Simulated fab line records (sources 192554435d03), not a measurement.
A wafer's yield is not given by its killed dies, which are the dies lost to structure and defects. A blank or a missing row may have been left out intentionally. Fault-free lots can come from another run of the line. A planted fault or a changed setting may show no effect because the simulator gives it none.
Matching of chambers / flow n5-finfet / 4 sister chambers for N5_BEOL_M5_ETCH_61 on rie-diel-02
The step etches SiARC in CF4, target depth 15.6 nm, time 26 s. 18 wafers are shown with their chamber, then 9 later ones without.

WAFERS WITH THEIR CHAMBER
wafer=L074.2; chamber=2; showerhead-plenum-p-Torr (Torr)=2.22; throttle-valve-pct (%)=15.94; oes-product-au (a.u.)=0.62
wafer=L074.4; chamber=3; showerhead-plenum-p-Torr (Torr)=2.18; throttle-valve-pct (%)=15.90; oes-product-au (a.u.)=0.60
wafer=L074.5; chamber=1; showerhead-plenum-p-Torr (Torr)=2.03; throttle-valve-pct (%)=15.53; oes-product-au (a.u.)=0.58
wafer=L075.3; chamber=1; showerhead-plenum-p-Torr (Torr)=2.03; throttle-valve-pct (%)=15.54; oes-product-au (a.u.)=0.58
wafer=L075.5; chamber=1; showerhead-plenum-p-Torr (Torr)=2.03; throttle-valve-pct (%)=15.54; oes-product-au (a.u.)=0.58
wafer=L075.6; chamber=0; showerhead-plenum-p-Torr (Torr)=2.27; throttle-valve-pct (%)=15.32; oes-product-au (a.u.)=0.81
wafer=L079.2; chamber=2; showerhead-plenum-p-Torr (Torr)=2.22; throttle-valve-pct (%)=15.96; oes-product-au (a.u.)=0.61
wafer=L079.3; chamber=0; showerhead-plenum-p-Torr (Torr)=2.27; throttle-valve-pct (%)=15.35; oes-product-au (a.u.)=0.78
wafer=L079.4; chamber=3; showerhead-plenum-p-Torr (Torr)=2.18; throttle-valve-pct (%)=15.40; oes-product-au (a.u.)=0.85
wafer=L080.2; chamber=1; showerhead-plenum-p-Torr (Torr)=2.02; throttle-valve-pct (%)=15.56; oes-product-au (a.u.)=0.57
wafer=L080.4; chamber=3; showerhead-plenum-p-Torr (Torr)=2.18; throttle-valve-pct (%)=15.41; oes-product-au (a.u.)=0.84
wafer=L080.6; chamber=3; showerhead-plenum-p-Torr (Torr)=2.18; throttle-valve-pct (%)=15.40; oes-product-au (a.u.)=0.83
wafer=L083.3; chamber=0; showerhead-plenum-p-Torr (Torr)=2.26; throttle-valve-pct (%)=15.36; oes-product-au (a.u.)=0.77
wafer=L083.4; chamber=2; showerhead-plenum-p-Torr (Torr)=2.22; throttle-valve-pct (%)=15.98; oes-product-au (a.u.)=0.59
wafer=L083.5; chamber=3; showerhead-plenum-p-Torr (Torr)=2.18; throttle-valve-pct (%)=15.42; oes-product-au (a.u.)=0.80
wafer=L082.2; chamber=2; showerhead-plenum-p-Torr (Torr)=2.22; throttle-valve-pct (%)=15.98; oes-product-au (a.u.)=0.59
wafer=L082.5; chamber=3; showerhead-plenum-p-Torr (Torr)=2.18; throttle-valve-pct (%)=15.42; oes-product-au (a.u.)=0.80
wafer=L082.6; chamber=2; showerhead-plenum-p-Torr (Torr)=2.22; throttle-valve-pct (%)=16.00; oes-product-au (a.u.)=0.59

SIGNATURES (averages over the wafers above)
reading=showerhead-plenum-p-Torr; chamber 0=2.2667; chamber 1=2.0275; chamber 2=2.2200; chamber 3=2.1800; scatter within a chamber=0.00318
reading=throttle-valve-pct; chamber 0=15.3433; chamber 1=15.5425; chamber 2=15.9720; chamber 3=15.4917; scatter within a chamber=0.121
reading=oes-product-au; chamber 0=0.7867; chamber 1=0.5775; chamber 2=0.6000; chamber 3=0.7867; scatter within a chamber=0.0571
Rule: for each reading, subtract the chamber's mean from the wafer's reading, divide by that reading's scatter and square the result; add these up over the readings and take the root, which gives the wafer's distance from the chamber. The wafer belongs to the nearest chamber; if the next one is less than 2 further off, it can't be placed. The scatter: the root of (the sum of the squares of (reading less its chamber's mean) over the shown wafers, divided by (wafers less chambers)).

WAFERS WITH NO CHAMBER GIVEN
wafer=L085.1; showerhead-plenum-p-Torr (Torr)=2.26; throttle-valve-pct (%)=15.35; oes-product-au (a.u.)=0.76
wafer=L085.2; showerhead-plenum-p-Torr (Torr)=2.22; throttle-valve-pct (%)=15.98; oes-product-au (a.u.)=0.59
wafer=L085.6; showerhead-plenum-p-Torr (Torr)=2.26; throttle-valve-pct (%)=15.37; oes-product-au (a.u.)=0.76
wafer=L088.1; showerhead-plenum-p-Torr (Torr)=2.18; throttle-valve-pct (%)=15.43; oes-product-au (a.u.)=0.77
wafer=L088.2; showerhead-plenum-p-Torr (Torr)=2.21; throttle-valve-pct (%)=16.01; oes-product-au (a.u.)=0.58
wafer=L088.3; showerhead-plenum-p-Torr (Torr)=2.26; throttle-valve-pct (%)=15.40; oes-product-au (a.u.)=0.75
wafer=L095.1; showerhead-plenum-p-Torr (Torr)=2.17; throttle-valve-pct (%)=15.46; oes-product-au (a.u.)=0.76
wafer=L095.3; showerhead-plenum-p-Torr (Torr)=2.27; throttle-valve-pct (%)=15.09; oes-product-au (a.u.)=0.77
wafer=L095.4; showerhead-plenum-p-Torr (Torr)=2.26; throttle-valve-pct (%)=15.41; oes-product-au (a.u.)=0.73

EACH ONE'S CHAMBER
wafer=L085.1; from the rows above=0; in truth=0
wafer=L085.2; from the rows above=2; in truth=2
wafer=L085.6; from the rows above=0; in truth=0
wafer=L088.1; from the rows above=3; in truth=3
wafer=L088.2; from the rows above=2; in truth=2
wafer=L088.3; from the rows above=0; in truth=0
wafer=L095.1; from the rows above=3; in truth=3
wafer=L095.3; from the rows above=0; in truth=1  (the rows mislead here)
wafer=L095.4; from the rows above=0; in truth=0
8 of 9 placed correctly. Not placeable from these rows: 0. Placed wrongly: 1.
